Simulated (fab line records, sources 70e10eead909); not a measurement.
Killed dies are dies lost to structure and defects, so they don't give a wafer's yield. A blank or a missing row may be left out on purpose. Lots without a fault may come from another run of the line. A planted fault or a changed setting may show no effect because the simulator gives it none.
fab line records | flow nand_harc
record lots=24 wafers=72 last_day=35
route steps=1302 shown A_STAIRCASE@671
lots that met no fault: from a run of the same line without faults
start_h: hours from the record's first day to the start of the lot's first wafer shown | wait_h: hours since the lot's step before | " the same as in the row above | L1.1+2: a row that stands for several wafers | - no value, or no start given | * or withheld: withheld | < > ~ a bound
route shown NAME@n: a module of which the file shows steps, and the number in the route of the first | usual: mean/standard deviation of fault-free wafers | same: alike in all rows | chamber/n: place in a boat | sites: the reading at each site | _std_site: their standard deviation | _edge_site: outer sites' mean less inner sites' | radius_mm: how far each site lies from the wafer's centre | mask NAME#n: copy n | behind: the tool/chamber that last shaped the wafer | hold: why the lot was held/for how many hours/how that ended | device: the transistor (n, p or np) that didn't switch | end of line: the same wafers' tests at the end of the route | a step without rows: its recipe alone | killed: dies lost to structure and defects at the first sort, not the wafer's yield | map: a wafer's dies, x killed, . not, _ none there
set.NAME: the setting as run; set.NAME@STEP: as run at that earlier step | model.NAME: the simulator's own value behind a step, which no gauge read
steps of the route over a sample of lots; a table a step, a row a wafer
services: from which hour (start_h, from the record's first day; less than 0 if before it) a tool's chamber was out of use, for how many hours, and why
## steps
# step NHARC_A_STAIRCASE_ETCH_15
# recipe target_depth_a=1000 time_s=40.5 ion_energy_ev=400 c4f8_flow_sccm=20 o2_flow_sccm=10 ar_flow_sccm=withheld rf_w=600 bias_w=1000 chemistry=C4F8/O2
# usual oes_product_au=0.944/0.013 rf_vpp_V=893/4.6
# same time_s=40.5
# columns lot.wafer tool chamber start_h wait_h oes_product_au rf_hours_counter_h rf_vpp_V
L074.3 rie_diel-10 2 - - 0.951 44 890
L074.2 " 3 " " 0.968 30 902
L074.5 " 0 " " 0.966 - 891
L075.1 rie_diel-10 1 - - 0.941 56 888
L075.4 " 3 " " 0.946 37 903
L075.3 " 0 " " 0.957 53 893
L076.2 rie_diel-06 0 - - 0.946 3 892
L076.4 " 1 " " 0.947 8 896
L076.5 " 0 " " 0.946 - 892
L077.1 rie_diel-06 1 - - 0.961 15 897
L077.6 " 3 " " 0.926 - 893
L077.5 " 0 " " 0.933 - 891
L082.3 rie_diel-10 0 - - 0.947 7 891
L082.2 " 2 " " 0.971 5 891
L082.6 " 0 " " 0.949 - 893
L078.3 rie_diel-01 3 - - 0.949 18 894
L078.1 " 0 " " 0.961 19 900
L078.5 " 1 " " 0.956 - 888
L081.3 rie_diel-06 0 - - 0.942 22 892
L081.1 " 2 " " 0.929 25 890
L081.6 " 1 " " 0.952 - 898
L084.4 rie_diel-10 2 - - 0.951 11 890
L084.3 " 0 " " 0.944 13 893
L084.5 " 2 " " 0.951 - 890
L083.2 rie_diel-10 0 - - 0.943 14 892
L083.1 " 1 " " 0.948 13 889
L083.4 " 2 " " 0.954 11 889
L080.2 rie_diel-06 1 - - 0.932 31 897
L080.4 " 3 " " 0.939 33 894
L080.5 " 0 " " 0.930 - 892
L079.1 rie_diel-10 3 - - 0.936 16 901
L079.3 " 2 " " 0.937 15 889
L079.5 " 3 " " 0.927 - 903
L086.4 rie_diel-01 1 - - 0.916 27 890
L086.1 " 2 " " 0.932 24 894
L086.3 " 3 " " 0.932 27 894
L085.3 rie_diel-10 1 - - 0.952 19 889
L085.4 " 2 " " 0.959 17 892
L085.6 " 0 " " 0.953 - 892
L088.3 rie_diel-10 0 - - 0.944 19 892
L088.4 " 1 " " 0.933 21 889
L088.5 " 3 " " 0.959 - 902
L087.1 rie_diel-01 1 - - 0.953 34 890
L087.2 " 2 " " 0.955 30 894
L087.5 " 0 " " 0.952 - 898
L089.4 rie_diel-01 2 - - 0.964 32 895
L089.6 " 3 " " 0.944 - 893
L089.5 " 0 " " 0.952 - 899
L090.3 rie_diel-06 3 - - 0.942 8 895
L090.1 " 1 " " 0.937 9 899
L090.5 " 2 " " 0.936 - 890
L091.1 rie_diel-06 1 - - 0.940 10 898
L091.6 " 2 " " 0.934 - 888
L091.5 " 3 " " 0.923 - 894
L092.1 rie_diel-06 0 - - 0.932 19 893
L092.6 " 1 " " 0.935 - 897
L092.5 " 2 " " 0.934 - 888
L093.1 rie_diel-10 2 - - 0.949 34 889
L093.2 " 1 " " 0.937 36 888
L093.5 " 3 " " 0.965 - 901
L094.2 rie_diel-10 2 - - 0.961 36 891
L094.1 " 0 " " 0.940 35 892
L094.3 " 1 " " 0.968 37 888
L096.3 rie_diel-01 2 - - 0.949 4 893
L096.5 " 2 " " 0.946 - 893
L096.6 " 3 " " 0.940 - 893
L095.3 rie_diel-10 1 - - 0.946 45 886
L095.1 " 3 " " 0.955 48 900
L095.5 " 2 " " 0.962 - 890
L097.3 rie_diel-01 0 - - 0.938 10 898
L097.2 " 1 " " 0.926 14 890
L097.6 " 0 " " 0.943 - 899
# step NHARC_A_STAIRCASE_TRIM_18
# recipe time_s=211.2 o2_flow_sccm=500 ar_flow_sccm=0 bias_w=0 chemistry=O2
# usual drypump_motor_current_A=5.7/0.57 oes_product_au=1.002/0.0087 rf_vpp_V=57.6/0.84 showerhead_plenum_p_Torr=3.45/0.12 throttle_valve_pct=17.035/0.0084
# same time_s=211.2
# columns lot.wafer tool chamber start_h wait_h drypump_motor_current_A oes_product_au rf_hours_counter_h rf_vpp_V showerhead_plenum_p_Torr throttle_valve_pct
L074.3 rie_diel-10 1 - - 5.9 1.005 53 57.2 3.32 17.045
L074.2 " 2 " " 5.1 1.005 46 57.0 3.38 17.029
L074.5 " 3 " " 5.4 1.009 - 56.3 3.73 17.027
L075.4 rie_diel-10 2 - - 5.1 1.006 51 58.3 3.38 17.028
L075.1 " 3 " " 5.4 1.003 37 58.1 3.72 17.041
L075.3 " 0 " " 5.3 1.010 54 58.2 3.43 17.026
L076.4 rie_diel-06 3 - - 5.4 0.994 9 58.7 3.48 17.023
L076.2 " 0 " " 6.8 0.985 3 57.7 3.44 17.036
L076.5 " 3 " " 5.4 1.003 - 57.1 3.48 17.031
L077.1 rie_diel-06 2 - - 5.9 1.012 16 58.0 3.35 17.032
L077.6 " 0 " " 6.8 0.980 - 57.6 3.44 17.038
L077.5 " 1 " " 6.1 1.002 - 57.6 3.56 17.037
L082.2 rie_diel-10 2 - - 5.1 1.007 6 57.2 3.37 17.048
L082.3 " 3 " " 5.3 1.004 5 58.3 3.71 17.037
L082.6 " 2 " " 5.1 1.009 - 57.2 3.37 17.035
L078.1 rie_diel-01 3 - - 6.2 0.990 18 57.5 3.47 17.036
L078.3 " 0 " " 6.7 1.005 19 57.2 3.64 17.035
L078.5 " 2 " " 4.8 1.022 - 58.6 3.47 17.038
L081.3 rie_diel-06 1 - - 6.1 0.990 25 59.1 3.56 17.048
L081.1 " 2 " " 5.9 0.997 25 58.0 3.34 17.044
L081.6 " 1 " " 6.1 0.996 - 59.0 3.56 17.052
L084.3 rie_diel-10 1 - - 5.9 1.000 13 57.2 3.31 17.048
L084.4 " 2 " " 5.1 1.022 11 58.1 3.37 17.044
L084.5 " 3 " " 5.4 1.006 - 58.0 3.71 17.043
L083.2 rie_diel-10 2 - - 5.1 1.010 11 57.1 3.37 17.026
L083.1 " 3 " " 5.4 1.000 12 58.3 3.71 17.048
L083.4 " 0 " " 5.4 1.002 14 57.5 3.42 17.038
L080.2 rie_diel-06 2 - - 5.9 0.994 32 56.9 3.34 17.022
L080.4 " 3 " " 5.5 0.996 33 57.3 3.47 17.019
L080.5 " 0 " " 6.8 0.983 - 58.0 3.43 17.041
L079.1 rie_diel-10 3 - - 5.4 1.008 16 57.1 3.71 17.040
L079.3 " 2 " " 5.1 1.014 15 57.7 3.36 17.015
L079.5 " 3 " " 5.4 1.002 - 58.6 3.71 17.035
L086.1 rie_diel-01 3 - - 6.2 1.003 27 57.0 3.47 17.039
L086.4 " 0 " " 6.7 0.999 29 57.3 3.63 17.035
L086.3 " 1 " " 6.4 0.997 28 57.1 3.35 17.030
L085.4 rie_diel-10 0 - - 5.4 1.008 18 58.4 3.42 17.033
L085.3 " 2 " " 5.1 1.015 17 57.1 3.36 17.037
L085.6 " 1 " " 5.8 1.000 - 57.9 3.31 17.041
L088.3 rie_diel-10 2 - - 5.1 1.025 19 57.9 3.36 17.032
L088.4 " 3 " " 5.4 1.013 19 57.1 3.71 17.041
L088.5 " 0 " " 5.4 1.005 - 58.0 3.42 17.041
L087.2 rie_diel-01 0 - - 6.7 1.004 34 58.9 3.63 17.031
L087.1 " 1 " " 6.3 1.007 35 57.8 3.35 17.043
L087.5 " 2 " " 4.8 1.008 - 57.7 3.47 17.039
L089.4 rie_diel-01 2 - - 4.8 1.014 32 58.4 3.46 17.040
L089.5 " 2 " " 4.8 1.013 - 56.5 3.46 17.048
L089.6 " 3 " " 6.1 0.991 - 57.5 3.46 17.047
L090.3 rie_diel-06 2 - - 5.9 0.992 8 57.0 3.33 17.040
L090.1 " 1 " " 6.2 0.989 9 58.3 3.55 17.051
L090.5 " 3 " " 5.5 0.996 - 58.9 3.46 17.053
L091.1 rie_diel-06 2 - - 5.9 1.006 9 57.2 3.33 17.029
L091.6 " 2 " " 5.9 1.009 - 57.5 3.33 17.049
L091.5 " 3 " " 5.4 0.991 - 57.1 3.46 17.042
L092.1 rie_diel-06 0 - - 6.8 1.005 19 56.9 3.42 17.030
L092.5 " 2 " " 5.9 0.996 - 56.1 3.33 17.039
L092.6 " 3 " " 5.4 0.987 - 57.8 3.46 17.038
L093.1 rie_diel-10 0 - - 5.4 1.013 32 57.6 3.41 17.032
L093.2 " 1 " " 5.8 0.999 36 56.5 3.30 17.026
L093.5 " 3 " " 5.3 1.006 - 58.3 3.70 17.014
L094.3 rie_diel-10 3 - - 5.4 1.011 39 57.4 3.69 17.034
L094.2 " 0 " " 5.4 1.000 35 58.2 3.41 17.024
L094.1 " 1 " " 5.9 1.001 37 56.9 3.30 17.032
L096.3 rie_diel-01 3 - - 6.2 0.989 3 57.6 3.45 17.042
L096.5 " 0 " " 6.7 1.004 - 58.4 3.61 17.028
L096.6 " 1 " " 6.4 1.000 - 58.2 3.33 17.026
L095.1 rie_diel-10 1 - - 5.8 1.002 46 55.1 3.29 17.047
L095.3 " 0 " " 5.4 1.008 42 58.4 3.41 17.035
L095.5 " 1 " " 5.8 1.000 - 57.2 3.29 17.018
L097.3 rie_diel-01 0 - - 6.7 1.016 10 57.9 3.61 17.031
L097.2 " 2 " " 4.8 1.003 14 57.9 3.44 17.032
L097.6 " 1 " " 6.4 0.989 - 56.1 3.33 17.034
# step NHARC_A_STAIRCASE_ETCH_25
# recipe target_depth_a=1000 time_s=40.5 ion_energy_ev=400 c4f8_flow_sccm=20 o2_flow_sccm=10 ar_flow_sccm=withheld rf_w=600 bias_w=1000 chemistry=C4F8/O2
# usual oes_product_au=0.944/0.012 rf_vpp_V=893/4.2
# same time_s=40.5
# columns lot.wafer tool chamber start_h wait_h oes_product_au rf_hours_counter_h rf_vpp_V
L074.3 rie_diel-01 3 - - 0.953 58 895
L074.2 " 0 " " 0.936 54 900
L074.5 " 2 " " 0.931 - 894
L075.1 rie_diel-01 3 - - 0.946 59 893
L075.3 " 1 " " 0.949 48 891
L075.4 " 2 " " 0.935 60 895
L076.2 rie_diel-06 1 - - 0.938 8 898
L076.4 " 3 " " 0.940 9 894
L076.5 " 2 " " 0.936 - 891
L077.1 rie_diel-10 3 - - 0.956 45 902
L077.5 " 0 " " 0.975 - 891
L077.6 " 1 " " 0.953 - 887
L082.2 rie_diel-01 1 - - 0.940 16 889
L082.3 " 2 " " 0.950 15 894
L082.6 " 0 " " 0.951 - 899
L078.1 rie_diel-01 0 - - 0.949 20 899
L078.3 " 3 " " 0.942 18 893
L078.5 " 1 " " 0.965 - 889
L081.3 rie_diel-06 3 - - 0.943 27 893
L081.1 " 1 " " 0.933 26 895
L081.6 " 2 " " 0.945 - 890
L084.4 rie_diel-06 1 - - 0.943 29 897
L084.3 " 2 " " 0.950 31 889
L084.5 " 1 " " 0.941 - 896
L083.1 rie_diel-10 0 - - 0.941 14 892
L083.4 " 1 " " 0.934 14 886
L083.2 " 3 " " 0.938 12 903
L080.4 rie_diel-06 3 - - 0.930 34 893
L080.2 " 1 " " 0.940 31 896
L080.5 " 3 " " 0.941 - 893
L079.1 rie_diel-10 3 - - 0.936 16 901
L079.3 " 2 " " 0.954 16 890
L079.5 " 3 " " 0.937 - 903
L086.1 rie_diel-10 1 - - 0.936 18 888
L086.3 " 2 " " 0.971 16 889
L086.4 " 3 " " 0.955 17 902
L085.3 rie_diel-10 3 - - 0.948 18 903
L085.4 " 0 " " 0.942 18 892
L085.6 " 3 " " 0.947 - 904
L088.4 rie_diel-01 1 - - 0.923 34 890
L088.3 " 2 " " 0.959 29 894
L088.5 " 0 " " 0.934 - 900
L087.1 rie_diel-01 0 - - 0.938 35 900
L087.2 " 2 " " 0.962 30 893
L087.5 " 1 " " 0.950 - 891
L089.4 rie_diel-06 3 - - 0.918 4 893
L089.5 " 1 " " 0.932 - 899
L089.6 " 2 " " 0.923 - 889
L090.1 rie_diel-06 0 - - 0.937 10 892
L090.3 " 2 " " 0.942 9 889
L090.5 " 0 " " 0.939 - 893
L091.1 rie_diel-06 3 - - 0.954 9 893
L091.5 " 0 " " 0.961 - 892
L091.6 " 1 " " 0.951 - 897
L092.1 rie_diel-06 3 - - 0.930 19 893
L092.6 " 1 " " 0.942 - 896
L092.5 " 2 " " 0.941 - 888
L093.1 rie_diel-06 1 - - 0.952 20 897
L093.2 " 2 " " 0.942 20 889
L093.5 " 1 " " 0.948 - 897
L094.2 rie_diel-10 0 - - 0.950 35 891
L094.3 " 1 " " 0.934 38 887
L094.1 " 3 " " 0.969 39 902
L096.3 rie_diel-01 2 - - 0.928 5 895
L096.6 " 0 " " 0.949 - 898
L096.5 " 1 " " 0.936 - 888
L095.3 rie_diel-01 1 - - 0.929 6 888
L095.1 " 3 " " 0.942 4 894
L095.5 " 0 " " 0.950 - 898
L097.3 rie_diel-06 2 - - 0.953 44 889
L097.2 " 0 " " 0.950 46 892
L097.6 " 1 " " 0.962 - 895
# step NHARC_A_STAIRCASE_ETCH_188
# recipe target_depth_a=1000 time_s=40.5 ion_energy_ev=400 c4f8_flow_sccm=20 o2_flow_sccm=10 ar_flow_sccm=withheld rf_w=600 bias_w=1000 chemistry=C4F8/O2
# usual oes_product_au=0.944/0.013 rf_vpp_V=893/4.5
# same time_s=40.5
# columns lot.wafer tool chamber start_h wait_h oes_product_au rf_hours_counter_h rf_vpp_V
L074.3 rie_diel-10 1 - - 0.955 56 887
L074.2 " 2 " " 0.953 51 891
L074.5 " 3 " " 0.965 - 902
L075.3 rie_diel-01 2 - - 0.943 61 895
L075.4 " 3 " " 0.952 60 894
L075.1 " 0 " " 0.954 56 900
L076.4 rie_diel-10 3 - - 0.934 38 901
L076.2 " 0 " " 0.936 55 893
L076.5 " 2 " " 0.922 - 890
L077.1 rie_diel-06 1 - - 0.955 16 898
L077.5 " 0 " " 0.921 - 893
L077.6 " 1 " " 0.955 - 897
L082.3 rie_diel-10 1 - - 0.926 8 889
L082.2 " 2 " " 0.931 6 890
L082.6 " 2 " " 0.932 - 889
L078.3 rie_diel-10 0 - - 0.962 8 892
L078.1 " 2 " " 0.964 7 890
L078.5 " 3 " " 0.959 - 901
L081.1 rie_diel-10 2 - - 0.953 9 890
L081.3 " 3 " " 0.937 8 900
L081.6 " 2 " " 0.951 - 889
L084.4 rie_diel-01 2 - - 0.955 18 892
L084.3 " 0 " " 0.956 24 901
L084.5 " 2 " " 0.955 - 892
L083.2 rie_diel-10 0 - - 0.950 14 892
L083.4 " 1 " " 0.946 14 889
L083.1 " 3 " " 0.944 12 903
L080.2 rie_diel-06 3 - - 0.938 34 894
L080.4 " 0 " " 0.922 28 892
L080.5 " 3 " " 0.936 - 894
L079.3 rie_diel-01 3 - - 0.939 29 893
L079.1 " 0 " " 0.943 30 899
L079.5 " 1 " " 0.936 - 889
L086.1 rie_diel-10 1 - - 0.923 20 889
L086.4 " 2 " " 0.939 18 888
L086.3 " 0 " " 0.926 19 891
L085.3 rie_diel-01 0 - - 0.928 33 901
L085.4 " 2 " " 0.935 29 894
L085.6 " 1 " " 0.929 - 890
L088.4 rie_diel-06 3 - - 0.933 2 894
L088.3 " 2 " " 0.927 2 889
L088.5 " 0 " " 0.946 - 892
L087.2 rie_diel-10 2 - - 0.946 22 889
L087.1 " 0 " " 0.922 22 891
L087.5 " 1 " " 0.924 - 890
L089.4 rie_diel-06 2 - - 0.946 5 889
L089.5 " 3 " " 0.940 - 894
L089.6 " 0 " " 0.954 - 892
L090.1 rie_diel-10 0 - - 0.954 26 891
L090.3 " 1 " " 0.958 30 887
L090.5 " 1 " " 0.957 - 887
L091.1 rie_diel-06 1 - - 0.950 11 898
L091.6 " 0 " " 0.947 - 892
L091.5 " 1 " " 0.954 - 896
L092.1 rie_diel-06 1 - - 0.950 20 896
L092.5 " 2 " " 0.952 - 889
L092.6 " 3 " " 0.919 - 893
L093.2 rie_diel-01 0 - - 0.937 51 901
L093.1 " 1 " " 0.968 53 888
L093.5 " 3 " " 0.948 - 892
L094.1 rie_diel-06 2 - - 0.940 25 887
L094.3 " 3 " " 0.941 23 894
L094.2 " 1 " " 0.945 25 896
L096.3 rie_diel-01 3 - - 0.941 4 893
L096.6 " 2 " " 0.924 - 893
L096.5 " 3 " " 0.938 - 894
L095.3 rie_diel-10 3 - - 0.965 49 903
L095.1 " 0 " " 0.955 42 892
L095.5 " 0 " " 0.959 - 891
L097.3 rie_diel-10 1 - - 0.950 1 887
L097.2 " 2 " " 0.946 1 889
L097.6 " 1 " " 0.952 - 886
# step NHARC_A_STAIRCASE_TRIM_193
# recipe time_s=211.2 o2_flow_sccm=500 ar_flow_sccm=0 bias_w=0 chemistry=O2
# usual drypump_motor_current_A=5.8/0.57 oes_product_au=1.001/0.0096 rf_vpp_V=57.6/0.95 showerhead_plenum_p_Torr=3.45/0.12 throttle_valve_pct=17.037/0.0093
# same time_s=211.2
# columns lot.wafer tool chamber start_h wait_h drypump_motor_current_A oes_product_au rf_hours_counter_h rf_vpp_V showerhead_plenum_p_Torr throttle_valve_pct
L074.3 rie_diel-10 0 - - 5.4 1.012 54 57.1 3.43 17.038
L074.2 " 1 " " 5.8 0.995 56 57.1 3.32 17.025
L074.5 " 0 " " 5.4 1.004 - 58.6 3.43 17.028
L075.4 rie_diel-01 2 - - 4.8 0.987 61 57.7 3.48 17.026
L075.1 " 0 " " 6.8 1.014 57 59.0 3.65 17.028
L075.3 " 1 " " 6.4 0.991 49 59.5 3.37 17.035
L076.4 rie_diel-10 0 - - 5.3 1.012 55 57.7 3.43 17.046
L076.2 " 2 " " 5.1 1.007 52 55.4 3.38 17.022
L076.5 " 0 " " 5.3 1.003 - 55.4 3.43 17.043
L077.1 rie_diel-06 3 - - 5.5 0.997 16 58.1 3.48 17.041
L077.5 " 2 " " 5.9 1.007 - 58.2 3.35 17.024
L077.6 " 3 " " 5.4 1.000 - 57.8 3.48 17.047
L082.3 rie_diel-10 2 - - 5.1 1.010 6 56.8 3.37 17.039
L082.2 " 3 " " 5.4 0.989 6 59.0 3.71 17.040
L082.6 " 3 " " 5.4 0.994 - 58.3 3.71 17.033
L078.3 rie_diel-10 2 - - 5.1 1.015 7 57.4 3.37 17.021
L078.1 " 3 " " 5.4 1.008 7 58.2 3.71 17.034
L078.5 " 2 " " 5.1 1.015 - 57.1 3.37 17.039
L081.1 rie_diel-10 1 - - 5.8 0.992 11 55.6 3.31 17.041
L081.3 " 0 " " 5.4 1.008 11 57.4 3.42 17.047
L081.6 " 1 " " 5.8 0.994 - 56.9 3.31 17.041
L084.4 rie_diel-01 0 - - 6.7 1.000 24 56.2 3.63 17.033
L084.3 " 1 " " 6.4 1.001 22 58.0 3.36 17.027
L084.5 " 1 " " 6.4 0.998 - 57.1 3.36 17.038
L083.4 rie_diel-10 0 - - 5.3 1.001 15 56.7 3.42 17.044
L083.2 " 1 " " 5.8 0.996 14 59.0 3.31 17.046
L083.1 " 2 " " 5.1 1.003 12 57.3 3.37 17.038
L080.4 rie_diel-06 1 - - 6.1 0.981 32 56.9 3.55 17.014
L080.2 " 0 " " 6.8 0.981 28 57.5 3.43 17.024
L080.5 " 1 " " 6.1 0.985 - 59.1 3.55 17.032
L079.3 rie_diel-01 1 - - 6.3 0.995 31 55.3 3.35 17.044
L079.1 " 2 " " 4.7 1.025 27 57.7 3.47 17.035
L079.5 " 0 " " 6.7 1.004 - 58.1 3.63 17.033
L086.4 rie_diel-10 0 - - 5.3 1.003 19 57.6 3.42 17.021
L086.3 " 1 " " 5.9 0.987 20 56.4 3.31 17.042
L086.1 " 3 " " 5.4 1.007 19 58.9 3.71 17.036
L085.4 rie_diel-01 0 - - 6.7 0.998 34 59.0 3.63 17.050
L085.3 " 2 " " 4.8 1.006 29 56.7 3.47 17.036
L085.6 " 3 " " 6.2 0.997 - 58.5 3.46 17.055
L088.3 rie_diel-06 3 - - 5.5 0.989 3 57.2 3.46 17.051
L088.4 " 0 " " 6.8 0.999 3 57.5 3.42 17.024
L088.5 " 3 " " 5.5 0.981 - 58.9 3.46 17.020
L087.2 rie_diel-10 2 - - 5.1 1.001 22 58.1 3.36 17.049
L087.1 " 0 " " 5.4 0.998 22 58.4 3.42 17.037
L087.5 " 3 " " 5.4 1.009 - 57.1 3.70 17.037
L089.4 rie_diel-06 1 - - 6.2 1.001 5 58.6 3.55 17.033
L089.6 " 3 " " 5.4 0.989 - 58.1 3.46 17.042
L089.5 " 0 " " 6.9 0.999 - 56.4 3.42 17.038
L090.3 rie_diel-10 0 - - 5.4 0.995 26 57.6 3.41 17.028
L090.1 " 1 " " 5.9 1.013 30 58.6 3.30 17.039
L090.5 " 2 " " 5.1 1.011 - 57.0 3.36 17.035
L091.1 rie_diel-06 0 - - 6.9 1.005 11 56.6 3.42 17.044
L091.6 " 2 " " 5.9 0.994 - 57.0 3.33 17.035
L091.5 " 3 " " 5.4 0.999 - 56.8 3.46 17.031
L092.1 rie_diel-06 3 - - 5.5 0.986 19 59.3 3.45 17.038
L092.6 " 2 " " 5.9 1.000 - 58.1 3.33 17.029
L092.5 " 3 " " 5.4 0.976 - 57.6 3.45 17.049
L093.1 rie_diel-01 0 - - 6.8 0.994 51 58.0 3.62 17.041
L093.2 " 2 " " 4.8 1.014 50 58.9 3.46 17.042
L093.5 " 1 " " 6.3 0.997 - 57.7 3.34 17.033
L094.2 rie_diel-06 0 - - 6.8 1.018 23 57.5 3.41 17.041
L094.3 " 1 " " 6.1 1.004 25 56.3 3.54 17.033
L094.1 " 2 " " 5.9 1.000 25 55.9 3.32 17.038
L096.3 rie_diel-01 2 - - 4.7 0.985 6 58.9 3.45 17.042
L096.6 " 3 " " 6.2 0.988 - 59.0 3.45 17.048
L096.5 " 0 " " 6.7 1.001 - 58.7 3.61 17.032
L095.3 rie_diel-10 0 - - 5.4 1.019 42 55.8 3.41 17.027
L095.1 " 1 " " 5.9 1.010 46 57.1 3.29 17.039
L095.5 " 0 " " 5.3 1.004 - 57.1 3.41 17.046
L097.2 rie_diel-10 0 - - 5.4 1.002 1 57.7 3.40 17.040
L097.3 " 2 " " 5.1 1.003 1 57.9 3.35 17.051
L097.6 " 3 " " 5.4 1.016 - 58.6 3.69 17.040
# step NHARC_A_STAIRCASE_TRIM_200
# recipe time_s=211.2 o2_flow_sccm=500 ar_flow_sccm=0 bias_w=0 chemistry=O2
# usual drypump_motor_current_A=5.9/0.56 oes_product_au=1.001/0.011 rf_vpp_V=57.7/0.9 showerhead_plenum_p_Torr=3.45/0.11 throttle_valve_pct=17.035/0.0081
# same time_s=211.2
# columns lot.wafer tool chamber start_h wait_h drypump_motor_current_A oes_product_au rf_hours_counter_h rf_vpp_V showerhead_plenum_p_Torr throttle_valve_pct
L074.3 rie_diel-10 0 - - 5.4 1.009 54 58.4 3.43 17.028
L074.2 " 1 " " 5.8 1.005 56 56.7 3.32 17.030
L074.5 " 0 " " 5.3 1.005 - 57.7 3.43 17.038
L075.3 rie_diel-06 0 - - 6.8 0.988 4 58.9 3.44 17.035
L075.4 " 1 " " 6.2 0.999 9 58.4 3.57 17.046
L075.1 " 3 " " 5.4 0.993 10 57.6 3.48 17.028
L076.2 rie_diel-06 1 - - 6.2 1.003 10 58.9 3.57 17.025
L076.4 " 3 " " 5.5 1.000 10 58.8 3.48 17.040
L076.5 " 1 " " 6.2 1.014 - 58.4 3.57 17.039
L077.1 rie_diel-10 3 - - 5.4 1.015 45 59.0 3.72 17.017
L077.6 " 1 " " 5.9 1.003 - 57.5 3.32 17.047
L077.5 " 2 " " 5.1 1.010 - 58.0 3.37 17.033
L082.2 rie_diel-06 0 - - 6.8 0.982 21 58.6 3.43 17.042
L082.3 " 1 " " 6.2 0.996 25 58.0 3.56 17.037
L082.6 " 2 " " 5.9 0.996 - 57.4 3.34 17.037
L078.1 rie_diel-10 0 - - 5.3 1.010 9 57.9 3.42 17.033
L078.3 " 1 " " 5.8 1.005 9 57.4 3.31 17.031
L078.5 " 1 " " 5.8 0.994 - 56.7 3.31 17.031
L081.1 rie_diel-01 1 - - 6.4 1.003 18 57.3 3.36 17.044
L081.3 " 3 " " 6.2 0.992 20 59.1 3.47 17.037
L081.6 " 3 " " 6.2 1.001 - 58.4 3.47 17.037
L084.4 rie_diel-06 1 - - 6.2 0.998 30 57.1 3.55 17.036
L084.3 " 2 " " 5.8 0.997 32 57.5 3.34 17.019
L084.5 " 1 " " 6.1 0.999 - 57.2 3.56 17.033
L083.4 rie_diel-10 3 - - 5.4 1.007 13 58.7 3.71 17.037
L083.1 " 1 " " 5.8 0.993 14 58.1 3.31 17.036
L083.2 " 2 " " 5.1 1.013 12 56.0 3.37 17.030
L080.4 rie_diel-06 0 - - 6.8 0.983 29 58.8 3.43 17.021
L080.2 " 2 " " 5.9 1.002 34 57.0 3.34 17.047
L080.5 " 1 " " 6.2 0.986 - 56.9 3.55 17.028
L079.1 rie_diel-10 0 - - 5.4 1.004 19 58.5 3.42 17.033
L079.3 " 2 " " 5.1 1.022 18 57.2 3.36 17.039
L079.5 " 0 " " 5.3 1.003 - 58.2 3.42 17.024
L086.4 rie_diel-06 3 - - 5.4 0.979 0 56.8 3.46 17.036
L086.1 " 0 " " 6.8 0.988 0 58.8 3.43 17.034
L086.3 " 2 " " 5.9 0.992 0 57.0 3.34 17.054
L085.3 rie_diel-10 2 - - 5.1 1.018 20 56.7 3.36 17.024
L085.4 " 3 " " 5.4 1.023 21 57.3 3.70 17.036
L085.6 " 2 " " 5.1 1.018 - 57.9 3.36 17.035
L088.4 rie_diel-01 0 - - 6.7 1.011 35 56.4 3.63 17.025
L088.3 " 3 " " 6.2 1.001 32 57.3 3.46 17.032
L088.5 " 1 " " 6.3 1.005 - 57.9 3.35 17.024
L087.1 rie_diel-06 3 - - 5.5 0.978 4 56.8 3.46 17.041
L087.2 " 0 " " 6.8 0.995 4 55.8 3.42 17.038
L087.5 " 3 " " 5.4 0.987 - 57.1 3.46 17.026
L089.4 rie_diel-06 3 - - 5.4 0.984 5 57.4 3.46 17.036
L089.5 " 3 " " 5.4 0.984 - 57.2 3.46 17.046
L089.6 " 0 " " 6.9 1.001 - 58.4 3.42 17.039
L090.1 rie_diel-10 3 - - 5.3 1.016 31 58.5 3.70 17.023
L090.3 " 1 " " 5.8 0.998 31 57.1 3.30 17.031
L090.5 " 0 " " 5.4 1.008 - 57.3 3.41 17.038
L091.1 rie_diel-01 2 - - 4.8 1.010 39 56.9 3.46 17.033
L091.6 " 0 " " 6.7 1.002 - 56.2 3.62 17.033
L091.5 " 1 " " 6.4 1.008 - 56.0 3.34 17.028
L092.1 rie_diel-01 0 - - 6.7 1.012 50 58.8 3.62 17.041
L092.6 " 0 " " 6.7 1.014 - 58.9 3.62 17.044
L092.5 " 1 " " 6.4 1.008 - 58.5 3.34 17.035
L093.2 rie_diel-06 3 - - 5.5 0.984 23 57.0 3.45 17.035
L093.1 " 0 " " 6.8 1.010 23 57.3 3.41 17.032
L093.5 " 3 " " 5.5 0.986 - 58.2 3.45 17.044
L094.1 rie_diel-06 1 - - 6.2 0.997 26 57.4 3.54 17.026
L094.2 " 2 " " 5.9 0.997 26 58.7 3.32 17.026
L094.3 " 3 " " 5.5 0.986 24 56.6 3.45 17.041
L095.1 rie_diel-10 0 - - 5.4 1.021 43 56.5 3.41 17.051
L095.3 " 3 " " 5.4 1.026 49 58.8 3.69 17.029
L095.5 " 1 " " 5.9 1.025 - 56.8 3.29 17.037
L096.3 rie_diel-06 2 - - 5.9 0.993 41 56.7 3.31 17.030
L096.6 " 2 " " 5.9 0.996 - 57.8 3.31 17.028
L096.5 " 1 " " 6.1 1.000 - 58.6 3.53 17.032
L097.3 rie_diel-06 1 - - 6.1 0.995 52 57.2 3.53 17.029
L097.2 " 0 " " 6.9 0.993 47 57.9 3.40 17.034
L097.6 " 2 " " 5.9 0.990 - 55.4 3.31 17.021
## services
# columns tool chamber start_h hours kind
rie_diel-01 1 342.41 13.1 repair
rie_diel-10 0 351.67 - clean
rie_diel-10 1 351.67 - clean
rie_diel-10 2 351.67 - clean
rie_diel-10 3 351.67 - clean
rie_diel-06 - 356.51 0.1 repair
rie_diel-10 0 376.21 - clean
rie_diel-10 1 376.21 - clean
rie_diel-10 2 376.21 - clean
rie_diel-10 3 376.21 - clean
rie_diel-01 - 380.80 9.0 pm
rie_diel-10 1 382.42 5.0 repair
rie_diel-10 0 400.71 - clean
rie_diel-10 1 400.71 - clean
rie_diel-10 2 400.71 - clean
rie_diel-10 3 400.71 - clean
rie_diel-10 0 406.59 3.3 repair
rie_diel-10 - 419.56 9.0 pm
rie_diel-10 0 419.56 9.0 vent_cycle
rie_diel-10 1 419.56 9.0 vent_cycle
rie_diel-10 0 483.51 6.6 repair
rie_diel-06 3 492.60 1.5 repair
rie_diel-01 - 557.80 9.0 pm
rie_diel-10 - 596.76 9.0 pm
## key
fault none
